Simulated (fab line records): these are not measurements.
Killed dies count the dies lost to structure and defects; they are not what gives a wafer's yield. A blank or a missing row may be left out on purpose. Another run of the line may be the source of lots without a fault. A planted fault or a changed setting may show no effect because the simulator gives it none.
fab line records	flow n5Finfet
record lots=7	wafers=39
route steps=1938 shown PMOS_HMC_CHANNEL_EPI@68 SD_EPI_N@273 HKMG_FIN@389 MOL_CONTACT_COAG@616 BEOL_M9@1446
startH: hours from the record's first day to the start of the lot's first wafer shown	waitH: how many hours have passed since the lot's step before this one	" unchanged from the row above	L1.1+2: several wafers, shown together as one row	- no value, or no start given	* or withheld: withheld	< > ~ a bound
route shown NAME@n: NAME is a module with steps in the file, n the number in the route of the first one	usual: average and standard deviation across the fault-free wafers	same: alike in all rows	chamber/n: place in a boat	sites: the reading at each site	_std_site: how widely they spread, as a standard deviation	_edge_site: mean of outer sites minus mean of inner sites	radiusMm: how far each site lies from the wafer's centre	mask NAME#n: copy n	behind: the last tool/chamber to shape the wafer	hold: cause of the lot's hold/its duration in hours/its outcome	device: names the non-switching transistor (n, p or np)	end of line: the tests these same wafers got at the end of their route	step lacking rows: just its recipe	killed: count of dies lost to structure and defects at first sort (not the wafer's yield)	map: the dies of a wafer, with x for killed, . for not killed, _ for no die there
set.NAME: the setting the step ran with; set.NAME@STEP: the setting that earlier step ran with	model.NAME: the simulator's own value behind a step, which no gauge read
lots whose settings were changed on purpose; a table a step, a row a wafer
## steps
# step N5_PMOS_HMC_CHANNEL_EPI_DESCUM_14
# recipe chemistry=O2	timeS=7.9	sourcePowerW=50	biasPowerW=20	pressureMtorr=20	rfFrequencyHz=2.712e+07	tempC=40	resist=CAR-ArF-block	o2FlowSccm=225
lot.wafer	tool	chamber	startH	waitH	set.timeS	model.CAR-ArF-block_of_PMOS_HMC_CHANNEL_EPI_COAT_03.thkNm
L075.1+5	rieDiel-06	3,0	23.50	0.0	7.9	198.3
L075.2	"	0	"	"	5.521	199.9
L075.3	"	1	"	"	5.521	200.5
L075.4	"	2	"	"	5.521	200.2
L075.6	"	1	"	"	7.9	198.8
L077.1	rieDiel-05	3	35.74	0.4	7.9	198.6
L077.2	"	0	"	"	7.9	199.4
L077.6	"	1	"	"	7.9	198.8
L078.1	rieDiel-05	0	41.61	0.4	10.3	197.1
L078.2+4	"	2,1	"	"	7.9	198.8
L078.3	"	3	"	"	10.3	196.9
L078.5	"	0	"	"	7.9	198.4
L078.6	"	1	"	"	10.3	196.7
L082.1	rieDiel-02	2	68.82	0.0	5.196	200.2
L082.2	"	1	"	"	5.196	199.6
L082.3	"	0	"	"	7.9	198.3
L082.4	"	3	"	"	5.196	200.1
L082.5+6	"	0,1	"	"	7.9	198
L083.1	rieDiel-02	0	73.91	0.0	7.9	198.4
L083.2	"	1	"	"	7.9	198
L083.3	"	3	"	"	7.9	198.8
L083.4	"	3	"	"	3.434	201.6
L083.5	"	1	"	"	3.434	201.1
L083.6	"	0	"	"	3.434	201.3
L087.1	rieDiel-02	1	95.22	0.0	10.77	196.1
L087.2	"	2	"	"	10.77	196.2
L087.3	"	3	"	"	7.9	198.4
L087.4	"	0	"	"	7.9	197.7
L087.5	"	2	"	"	10.77	196.7
L087.6	"	3	"	"	7.9	198.1
L093.1	rieDiel-02	1	132.05	0.1	7.9	198.8
L093.2	"	2	"	"	4.744	200.1
L093.3	"	3	"	"	7.9	198.2
L093.4	"	2	"	"	7.9	198.9
L093.5	"	1	"	"	4.744	200.9
L093.6	"	3	"	"	4.744	200.6
# step N5_SD_EPI_N_DESCUM_14
# recipe chemistry=O2	timeS=7.9	sourcePowerW=50	biasPowerW=20	pressureMtorr=20	rfFrequencyHz=2.712e+07	tempC=40	resist=CAR-ArF-block	o2FlowSccm=225
lot.wafer	tool	chamber	startH	waitH	set.timeS	model.CAR-ArF-block_of_SD_EPI_N_COAT_03.thkNm
L075.1+3+5	rieDiel-03	2,0,2	56.62	0.6	7.9	143.4
L075.2+4	"	3,1	"	"	3.601	145.8
L075.6	"	1	"	"	3.601	145.6
L077.1	rieDiel-04	2	69.78	2.2	7.9	142.8
L077.2+6	"	1,0	"	"	7.9	142.4
L078.1+3	rieDiel-03	0,3	72.78	0.0	12.25	140.8
L078.2	"	2	"	"	12.25	141
L078.4+5+6	"	1,1,0	"	"	7.9	143.6
L082.1+5	rieDiel-04	2,1	100.95	0.2	11.61	141
L082.2	"	3	"	"	7.9	143.6
L082.3	"	1	"	"	7.9	142.8
L082.4	"	0	"	"	11.61	141.2
L082.6	"	0	"	"	7.9	143.4
L083.1	rieDiel-03	0	105.75	0.0	7.9	143
L083.2	"	1	"	"	10.6	141
L083.3	"	3	"	"	7.9	143.8
L083.4+5	"	2,1	"	"	10.6	142
L083.6	"	0	"	"	7.9	143.2
L087.1+3	rieDiel-01	3,2	127.47	0.0	7.9	143.4
L087.2+6	"	0,1	"	"	7.9	143.8
L087.4	"	1	"	"	7.9	144
L087.5	"	0	"	"	7.9	143.6
L093.1	rieDiel-03	2	164.35	0.4	7.9	144
L093.2	"	3	"	"	7.9	144.4
L093.3	"	1	"	"	7.9	144.2
L093.4	"	0	"	"	11.69	141.2
L093.5+6	"	1,0	"	"	11.69	141.6
# step N5_SD_EPI_N_ETCH_34
# recipe chemistry=CF4	target=SiARC	targetDepthA=455	maskMaterial=CAR-ArF-block	timeS=75.8	ionEnergyEv=80	pressureMtorr=40	sourceW=545	biasW=36	Ar_flow_sccm=100	cf4FlowSccm=100	ends=cleared
lot.wafer	tool	chamber	startH	waitH	set.timeS@SD_EPI_N_DESCUM_14	model.CAR-ArF-block_of_SD_EPI_N_COAT_03.thkNm
L075.1+3+5	rieDiel-03	2,0,2	56.66	0.0	7.9	111
L075.2	"	3	"	"	3.601	113.2
L075.4	"	1	"	"	3.601	113.4
L075.6	"	1	"	"	3.601	113
L077.1	rieDiel-04	2	69.81	0.0	7.9	110.2
L077.2	"	1	"	"	7.9	110
L077.6	"	0	"	"	7.9	109.8
L078.1	rieDiel-03	0	72.82	0.0	12.25	108.2
L078.2	"	2	"	"	12.25	108.6
L078.3	"	3	"	"	12.25	108.4
L078.4	"	1	"	"	7.9	111
L078.5+6	"	1,0	"	"	7.9	111.2
L082.1+5	rieDiel-04	2,1	100.99	0.0	11.61	108.4
L082.2	"	3	"	"	7.9	111
L082.3	"	1	"	"	7.9	110.2
L082.4	"	0	"	"	11.61	108.6
L082.6	"	0	"	"	7.9	110.8
L083.1	rieDiel-03	0	105.78	0.0	7.9	110.4
L083.2	"	1	"	"	10.6	108.4
L083.3	"	3	"	"	7.9	111.2
L083.4	"	2	"	"	10.6	109.2
L083.5	"	1	"	"	10.6	109.4
L083.6	"	0	"	"	7.9	110.6
L087.1	rieDiel-01	3	127.50	0.0	7.9	110.8
L087.2+5	"	0	"	"	7.9	111.2
L087.3	"	2	"	"	7.9	111
L087.4	"	1	"	"	7.9	111.6
L087.6	"	1	"	"	7.9	111.4
L093.1	rieDiel-03	2	164.38	0.0	7.9	111.6
L093.2+3	"	3,1	"	"	7.9	111.8
L093.4	"	0	"	"	11.69	108.8
L093.5+6	"	1,0	"	"	11.69	109.2
# step N5_HKMG_FIN_ALD_75
# recipe material=Al2O3	targetThkA=10	tempC=150	aldPrecursorFamily=TMA	aldCoReactant=H2O	pulseTimeS=withheld	coReactantPulseTimeS=1
lot.wafer	tool	chamber	startH	waitH	set.targetThkA	model.Al2O3_of_HKMG_FIN_ALD_75.thkNm
L075.1+2+3+4+5+6	aldHk-01	1,2,0,3,0,1	77.44	0.0	10	1
L077.1+2+6	aldHk-01	3,1,0	92.17	0.0	10	1
L078.1+3+5	aldHk-03	3,2,1	94.23	0.0	10	1
L078.2+4+6	"	1,0,2	"	"	4.499	0.4
L082.1+3+6	aldHk-02	3,1,3	124.83	0.1	12.53	1.2
L082.2+4+5	"	2,0,2	"	"	10	1
L083.1+2+6	aldHk-01	2,0,3	129.27	0.0	10	1
L083.3+4+5	"	3,1,0	"	"	14.19	1.4
L087.1+2+3	aldHk-03	2,3,1	149.61	0.0	10	1
L087.4+5+6	"	0,3,2	"	"	4.361	0.4
L093.1+3+5	aldHk-01	1,3,0	185.47	0.0	10	1
L093.2+4+6	"	0,2,3	"	"	15.38	1.6
# step N5_MOL_CONTACT_COAG_ETCH_124
# recipe chemistry=CH3F/O2	target=SiNx	targetDepthA=65	maskMaterial=SOC	stopOn=SiOC	overEtchFrac=0.3	ionEnergyEv=120	pressureMtorr=30	sourceW=395	biasW=73	Ar_flow_sccm=150	CH3F_flow_sccm=30	O2_flow_sccm=20	ends=endPoint
lot.wafer	tool	chamber	startH	waitH	set.targetDepthA	model.SOC_of_MOL_CONTACT_COAG_COAT_62.thkNm
L075.1+3	rieDiel-04	3,0	107.46	0.0	65	48.6
L075.2	"	2	"	"	32.96	49.8
L075.4	"	1	"	"	32.96	50
L075.5	"	1	"	"	32.96	50.2
L075.6	"	0	"	"	65	48.4
L077.1+6	rieDiel-01	2,0	119.39	0.0	65	48.4
L077.2	"	0	"	"	65	48.2
L078.1	rieDiel-04	3	122.42	0.0	53.27	49.8
L078.2+3	"	0,2	"	"	65	48.8
L078.4+6	"	1,0	"	"	53.27	49.4
L078.5	"	3	"	"	65	49.2
L082.1+6	rieDiel-01	3	151.12	0.0	65	48.6
L082.2	"	0	"	"	65	48.8
L082.3+5	"	2,0	"	"	78.84	47.8
L082.4	"	2	"	"	78.84	48
L083.1+2+3+5	rieDiel-03	0,1,3,3	157.56	0.0	65	48.4
L083.4	"	2	"	"	65	48.6
L083.6	"	2	"	"	65	49
L087.1+5	rieDiel-04	0	177.25	0.0	76.03	48.4
L087.2	"	1	"	"	65	48.8
L087.3+4	"	2,1	"	"	65	48.6
L087.6	"	2	"	"	76.03	48
L093.1+2+3+4	rieDiel-01	2,0,1,3	213.55	0.0	65	48.4
L093.5	"	3	"	"	65	48.6
L093.6	"	2	"	"	65	48.2
# step N5_MOL_CONTACT_COAG_ETCH_48
# recipe chemistry=C4F6/O2	targetDepthA=150	overetchA=45	maskMaterial=SOC	target=SiOC	biasW=465	pressureMtorr=10	timeS=17	sourceW=335	Ar_flow_sccm=300	C4F6_flow_sccm=10	O2_flow_sccm=10	ionEnergyEv=576
lot.wafer	tool	chamber	startH	waitH	set.targetDepthA@MOL_CONTACT_COAG_ETCH_124	model.SOC_of_MOL_CONTACT_COAG_COAT_62.thkNm
L075.1	rieDiel-04	3	107.50	0.0	65	46.2
L075.2	"	2	"	"	32.96	47.2
L075.3	"	0	"	"	65	46
L075.4	"	1	"	"	32.96	47.4
L075.5	"	1	"	"	32.96	47.6
L075.6	"	0	"	"	65	45.8
L077.1+6	rieDiel-01	2,0	119.43	0.0	65	45.8
L077.2	"	0	"	"	65	45.6
L078.1	rieDiel-04	3	122.46	0.0	53.27	47.2
L078.2+3	"	0,2	"	"	65	46.2
L078.4+6	"	1,0	"	"	53.27	46.8
L078.5	"	3	"	"	65	46.6
L082.1	rieDiel-01	3	151.16	0.0	65	45.8
L082.2+6	"	0,3	"	"	65	46
L082.3+5	"	2,0	"	"	78.84	45.2
L082.4	"	2	"	"	78.84	45.4
L083.1+5	rieDiel-03	0,3	157.60	0.0	65	45.6
L083.2+3	"	1,3	"	"	65	45.8
L083.4	"	2	"	"	65	46.2
L083.6	"	2	"	"	65	46.4
L087.1+5	rieDiel-04	0	177.29	0.0	76.03	45.8
L087.2	"	1	"	"	65	46.2
L087.3	"	2	"	"	65	45.8
L087.4	"	1	"	"	65	46
L087.6	"	2	"	"	76.03	45.4
L093.1+6	rieDiel-01	2	213.59	0.0	65	45.6
L093.2+3+4	"	0,1,3	"	"	65	45.8
L093.5	"	3	"	"	65	46
# step N5_BEOL_M9_TRENCH_ETCH_37
# recipe chemistry=C4F6/O2	targetDepthA=1514.3	target=SiCOH_lowk	timeS=49	ionEnergyEv=250	pressureMtorr=30	sourceW=345	biasW=185	Ar_flow_sccm=300	C4F6_flow_sccm=10	O2_flow_sccm=10
lot.wafer	tool	chamber	startH	waitH	set.timeS	model.etch.depthNm	model.BEOL_M9.featureDepthNm	model.TiN_of_BEOL_M9_HM_DEP_02.thkNm
L075.1	rieDiel-02	0	-	-	49	153.1	153	15.6
L075.2	"	1	"	"	23.02	69.11	69.2	17.8
L075.3	"	3	"	"	23.02	70.76	70.8	18
L075.4	"	2	"	"	49	150.9	151	16.2
L075.5	"	1	"	"	23.02	69.03	69	17.8
L075.6	"	0	"	"	49	153.5	153.6	16.2
L077.1	rieDiel-06	2	-	-	49	146.8	146.8	16.2
L077.2	"	1	"	"	49	153.8	153.8	15.6
L077.6	"	1	"	"	49	152.6	152.6	15.4
L078.1	rieDiel-02	0	-	-	27.44	86.73	86.8	17.2
L078.2	"	3	"	"	49	150.7	150.6	15.8
L078.3	"	2	"	"	49	150.9	150.8	15.6
L078.4	"	1	"	"	27.44	83.55	83.6	17.8
L078.5	"	0	"	"	49	156.3	156.2	15.4
L078.6	"	1	"	"	27.44	83.38	83.4	17.4
L082.1	rieDiel-02	3	-	-	33.28	102.8	102.8	17
L082.2	"	0	"	"	49	154.1	154.2	15
L082.3	"	2	"	"	49	149.9	149.8	15.6
L082.4	"	1	"	"	49	147.6	147.6	15.2
L082.5	"	3	"	"	33.28	103.3	103.2	16.8
L082.6	"	2	"	"	33.28	102.2	102.2	16.6
L083.1	rieDiel-06	3	-	-	24.74	77.26	77.2	17.6
L083.2	"	2	"	"	49	149.1	149.2	15.4
L083.3	"	0	"	"	24.74	74.31	74.4	17.6
L083.4	"	1	"	"	24.74	77.9	78	17.6
L083.5	"	1	"	"	49	153.5	153.6	15.2
L083.6	"	0	"	"	49	148	148	15.8
L087.1	rieDiel-02	3	-	-	49	150.7	150.8	16
L087.2	"	2	"	"	49	151.9	152	16.2
L087.3	"	0	"	"	49	153.3	153.4	15.8
L087.4	"	1	"	"	49	150.4	150.4	16
L087.5	"	1	"	"	49	149.7	149.6	16.2
L087.6	"	2	"	"	49	152	152	15.8
L093.1	rieDiel-02	1	-	-	49	149.9	150	15.8
L093.2	"	0	"	"	49	151.7	151.6	15.8
L093.3	"	3	"	"	49	150.7	150.8	15.8
L093.4	"	2	"	"	49	150.9	151	16
L093.5	"	2	"	"	49	150.9	150.8	15.8
L093.6	"	1	"	"	49	149.8	149.8	16
# step N5_BEOL_M9_ETCH_41
# recipe chemistry=CH3F/O2	target=SiCN	targetDepthA=366	taperDeg=2	timeS=70.1	ionEnergyEv=120	maskMaterial=TiN	pressureMtorr=30	sourceW=395	biasW=75	Ar_flow_sccm=150	CH3F_flow_sccm=30	O2_flow_sccm=20
# step N5_BEOL_M9_STRIP_80
# recipe chemistry=N2/H2	timeS=10	powerW=450	tempC=40	pressureMtorr=20	rfFrequencyHz=6e+07	biasPowerW=7	n2FlowSccm=200	h2FlowSccm=200
# step N5_BEOL_M9_OCD_MEAS_38
# usual trenchDepthNm=151.7/2.4
lot.wafer	tool	chamber	startH	waitH	set.timeS@BEOL_M9_TRENCH_ETCH_37	trenchDepthNm
L075.1	ocd-01	-	214.83	-	49	153.5
L075.2	"	-	"	"	23.02	69.0
L075.3	"	-	"	"	23.02	71.2
L075.4	"	-	"	"	49	151.0
L075.5	"	-	"	"	23.02	69.8
L075.6	"	-	"	"	49	152.9
L077.1	ocd-01	-	232.05	-	49	147.3
L077.2	"	-	"	"	49	153.6
L077.6	"	-	"	"	49	152.4
L078.1	ocd-02	-	235.72	-	27.44	87.0
L078.2	"	-	"	"	49	151.1
L078.3	"	-	"	"	49	151.2
L078.4	"	-	"	"	27.44	83.7
L078.5	"	-	"	"	49	156.2
L078.6	"	-	"	"	27.44	83.1
L082.1	ocd-02	-	270.41	-	33.28	102.8
L082.2	"	-	"	"	49	153.6
L082.3	"	-	"	"	49	150.3
L082.4	"	-	"	"	49	147.6
L082.5	"	-	"	"	33.28	103.3
L082.6	"	-	"	"	33.28	102.3
L083.1	ocd-02	-	273.73	-	24.74	77.3
L083.2	"	-	"	"	49	149.1
L083.3	"	-	"	"	24.74	74.5
L083.4	"	-	"	"	24.74	77.8
L083.5	"	-	"	"	49	153.9
L083.6	"	-	"	"	49	147.5
L087.1	ocd-01	-	284.82	-	49	150.2
L087.2	"	-	"	"	49	152.0
L087.3	"	-	"	"	49	153.6
L087.4	"	-	"	"	49	150.4
L087.5	"	-	"	"	49	149.6
L087.6	"	-	"	"	49	152.3
L093.1	ocd-01	-	328.62	-	49	150.1
L093.2	"	-	"	"	49	151.6
L093.3	"	-	"	"	49	150.7
L093.4	"	-	"	"	49	151.3
L093.5	"	-	"	"	49	151.0
L093.6	"	-	"	"	49	150.1
# step N5_BEOL_M9_HM_STRIP_39
# recipe chemistry=peroxideTinStrip	material=TiN	targetDepthA=250	tempC=50	timeS=158
# step N5_BEOL_M9_SRD_40
# recipe timeS=30	tempC=23	rinseLiquid=diw	dry=ipaMarangoni
# step N5_BEOL_M9_ECD_50
# recipe material=Cu	targetThkA=3180
# step N5_BEOL_M9_ANNEAL_51
# recipe tempC=225	timeS=90	ambient=N2
# step N5_BEOL_M9_CMP_52
# recipe stopOn=SiCOH_lowk	tOverpolishS=7	downForcePsi=1	platenRpm=50	clearingPlatenDownForcePsi=1.5	clearingPlatenRpm=50	postCmpClean=cuAlkaline	targetThkNm=140	clearingPlatenPadVelocityMS=0.99484	padVelocityMS=0.99484
lot.wafer	tool	chamber	startH	waitH	set.timeS@BEOL_M9_TRENCH_ETCH_37	model.Cu_of_BEOL_M9_ECD_50.thkNm
L075.2	cmp-01	1	218.23	0.2	23.02	59.6
L075.4	"	2	"	"	49	140.6
L075.1	"	3	"	"	49	142.6
L075.3	"	0	"	"	23.02	61.8
L075.6	"	1	"	"	49	144.2
L075.5	"	2	"	"	23.02	59
L077.1	cmp-01	2	234.62	0.3	49	137.2
L077.2	"	3	"	"	49	144.6
L077.6	"	1	"	"	49	143.6
L078.2	cmp-01	2	239.30	0.2	49	141.2
L078.1	"	3	"	"	27.44	76.6
L078.4	"	0	"	"	27.44	72.8
L078.3	"	1	"	"	49	140.6
L078.5	"	2	"	"	49	145.8
L078.6	"	3	"	"	27.44	73.4
L082.4	cmp-02	1	272.56	0.1	49	135.4
L082.3	"	2	"	"	49	138.2
L082.2	"	3	"	"	49	141.4
L082.1	"	0	"	"	33.28	89.6
L082.6	"	1	"	"	33.28	89.4
L082.5	"	2	"	"	33.28	91.6
L083.3	cmp-02	0	277.44	0.2	24.74	62.4
L083.2	"	1	"	"	49	137.2
L083.1	"	2	"	"	24.74	66
L083.4	"	3	"	"	24.74	66.6
L083.6	"	0	"	"	49	136.2
L083.5	"	1	"	"	49	141.4
L087.3	cmp-03	2	287.13	0.2	49	142.2
L087.1	"	3	"	"	49	139.8
L087.4	"	0	"	"	49	139.6
L087.2+6	"	1,2	"	"	49	140
L087.5	"	3	"	"	49	139.2
L093.3	cmp-02	2	331.49	0.2	49	140.2
L093.4	"	3	"	"	49	138
L093.1	"	0	"	"	49	139.4
L093.2	"	1	"	"	49	138.8
L093.6	"	2	"	"	49	139
L093.5	"	3	"	"	49	139.6
# step N5_BEOL_M9_THK_MEAS_53
# recipe thkMeasGauge=xrf	reads=Cu_of_BEOL_M9_ECD_50
# usual M9_THK=140.5/2.7
lot.wafer	tool	chamber	startH	waitH	set.timeS@BEOL_M9_TRENCH_ETCH_37	M9_THK[nm]
L075.1	filmMetro-01	-	218.52	-	49	144.2
L075.2	"	-	"	"	23.02	60.4
L075.3	"	-	"	"	23.02	62.3
L075.4	"	-	"	"	49	141.8
L075.5	"	-	"	"	23.02	59.6
L075.6	"	-	"	"	49	145.1
L077.1	filmMetro-02	-	234.84	-	49	136.5
L077.2	"	-	"	"	49	143.7
L077.6	"	-	"	"	49	143.1
L078.1	filmMetro-02	-	239.60	-	27.44	75.8
L078.2	"	-	"	"	49	140.4
L078.3	"	-	"	"	49	140.2
L078.4	"	-	"	"	27.44	72.5
L078.5	"	-	"	"	49	145.2
L078.6	"	-	"	"	27.44	73.2
L082.1	filmMetro-02	-	272.86	-	33.28	88.9
L082.2	"	-	"	"	49	140.9
L082.3	"	-	"	"	49	137.6
L082.4	"	-	"	"	49	135.1
L082.5	"	-	"	"	33.28	91.0
L082.6	"	-	"	"	33.28	89.1
L083.1	filmMetro-02	-	277.74	-	24.74	66.2
L083.2	"	-	"	"	49	138.4
L083.3	"	-	"	"	24.74	62.7
L083.4	"	-	"	"	24.74	67.2
L083.5	"	-	"	"	49	142.2
L083.6	"	-	"	"	49	136.5
L087.1	filmMetro-02	-	287.42	-	49	139.5
L087.2	"	-	"	"	49	139.4
L087.3	"	-	"	"	49	141.4
L087.4	"	-	"	"	49	139.8
L087.5	"	-	"	"	49	138.5
L087.6	"	-	"	"	49	140.2
L093.1	filmMetro-02	-	331.78	-	49	139.1
L093.2	"	-	"	"	49	139.0
L093.3	"	-	"	"	49	140.5
L093.4	"	-	"	"	49	138.2
L093.5	"	-	"	"	49	139.5
L093.6	"	-	"	"	49	138.7
# step N5_BEOL_M9_PRE_CLEAN_55
# recipe gas=NH3	timeS=15	tempC=withheld	rfPowerW=300
# step N5_BEOL_M9_DEP_56
# recipe material=SiCN	targetThkA=150	tempC=withheld	precursor=3MS/NH3	pressureTorr=3	rfW=202	timeS=26.5
# step N5_BEOL_M9_RS_MEAS_57
# recipe thkMeasGauge=four-point-probe	reads=Cu_of_BEOL_M9_ECD_50+Co_of_BEOL_M9_CVD_78+TaN_of_BEOL_M9_ALD_74
# usual M9_RS=0.1502/0.0029
lot.wafer	tool	chamber	startH	waitH	set.timeS@BEOL_M9_TRENCH_ETCH_37	M9_RS[ohm/sq]
L075.1	filmMetro-01	-	218.66	0.1	49	0.1482
L075.2	"	-	"	"	23.02	0.4050
L075.3	"	-	"	"	23.02	0.3900
L075.4	"	-	"	"	49	0.1503
L075.5	"	-	"	"	23.02	0.4112
L075.6	"	-	"	"	49	0.1461
L077.1	filmMetro-01	-	234.98	0.1	49	0.1544
L077.2	"	-	"	"	49	0.1456
L077.6	"	-	"	"	49	0.1469
L078.1	filmMetro-01	-	239.73	0.1	27.44	0.3008
L078.2	"	-	"	"	49	0.1496
L078.3	"	-	"	"	49	0.1503
L078.4	"	-	"	"	27.44	0.3192
L078.5	"	-	"	"	49	0.1444
L078.6	"	-	"	"	27.44	0.3161
L082.1	filmMetro-02	-	272.99	0.1	33.28	0.2493
L082.2	"	-	"	"	49	0.1492
L082.3	"	-	"	"	49	0.1530
L082.4	"	-	"	"	49	0.1566
L082.5	"	-	"	"	33.28	0.2434
L082.6	"	-	"	"	33.28	0.2501
L083.1	filmMetro-02	-	277.87	0.1	24.74	0.3586
L083.2	"	-	"	"	49	0.1539
L083.3	"	-	"	"	24.74	0.3834
L083.4	"	-	"	"	24.74	0.3540
L083.5	"	-	"	"	49	0.1491
L083.6	"	-	"	"	49	0.1555
L087.1	filmMetro-02	-	287.59	0.1	49	0.1509
L087.2	"	-	"	"	49	0.1509
L087.3	"	-	"	"	49	0.1478
L087.4	"	-	"	"	49	0.1509
L087.5	"	-	"	"	49	0.1520
L087.6	"	-	"	"	49	0.1509
L093.1	filmMetro-02	-	331.92	0.1	49	0.1513
L093.2	"	-	"	"	49	0.1521
L093.3	"	-	"	"	49	0.1505
L093.4	"	-	"	"	49	0.1531
L093.5	"	-	"	"	49	0.1509
L093.6	"	-	"	"	49	0.1519
## key
split step=N5_PMOS_HMC_CHANNEL_EPI_DESCUM_14	setting=timeS	stated=7.9	by=wafer
response step=N5_PMOS_HMC_CHANNEL_EPI_DESCUM_14	reading=model.CAR-ArF-block_of_PMOS_HMC_CHANNEL_EPI_COAT_03.thkNm	change=-0.0522	per=1%	r=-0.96
split step=N5_SD_EPI_N_DESCUM_14	setting=timeS	stated=7.9	by=wafer
response step=N5_SD_EPI_N_DESCUM_14	reading=model.CAR-ArF-block_of_SD_EPI_N_COAT_03.thkNm	change=-0.0488	per=1%	r=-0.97
response step=N5_SD_EPI_N_ETCH_34	reading=model.CAR-ArF-block_of_SD_EPI_N_COAT_03.thkNm	change=-0.0481	per=1%	r=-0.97
split step=N5_HKMG_FIN_ALD_75	setting=targetThkA	stated=10	by=wafer
response step=N5_HKMG_FIN_ALD_75	reading=model.Al2O3_of_HKMG_FIN_ALD_75.thkNm	change=+0.0105	per=1%	r=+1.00
split step=N5_MOL_CONTACT_COAG_ETCH_124	setting=targetDepthA	stated=65	by=wafer
response step=N5_MOL_CONTACT_COAG_ETCH_124	reading=model.SOC_of_MOL_CONTACT_COAG_COAT_62.thkNm	change=-0.0306	per=1%	r=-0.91
response step=N5_MOL_CONTACT_COAG_ETCH_48	reading=model.SOC_of_MOL_CONTACT_COAG_COAT_62.thkNm	change=-0.0285	per=1%	r=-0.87
split step=N5_BEOL_M9_TRENCH_ETCH_37	setting=timeS	stated=49	by=wafer
response step=N5_BEOL_M9_TRENCH_ETCH_37	reading=model.etch.depthNm	change=+1.53	per=1%	r=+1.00
response step=N5_BEOL_M9_TRENCH_ETCH_37	reading=model.BEOL_M9.featureDepthNm	change=+1.53	per=1%	r=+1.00
response step=N5_BEOL_M9_TRENCH_ETCH_37	reading=model.TiN_of_BEOL_M9_HM_DEP_02.thkNm	change=-0.0408	per=1%	r=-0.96
response step=N5_BEOL_M9_OCD_MEAS_38	reading=trenchDepthNm	change=+1.53	per=1%	r=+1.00
response step=N5_BEOL_M9_CMP_52	reading=model.Cu_of_BEOL_M9_ECD_50.thkNm	change=+1.52	per=1%	r=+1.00
response step=N5_BEOL_M9_THK_MEAS_53	reading=M9_THK	change=+1.53	per=1%	r=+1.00
response step=N5_BEOL_M9_RS_MEAS_57	reading=M9_RS	change=-0.00416	per=1%	r=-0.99
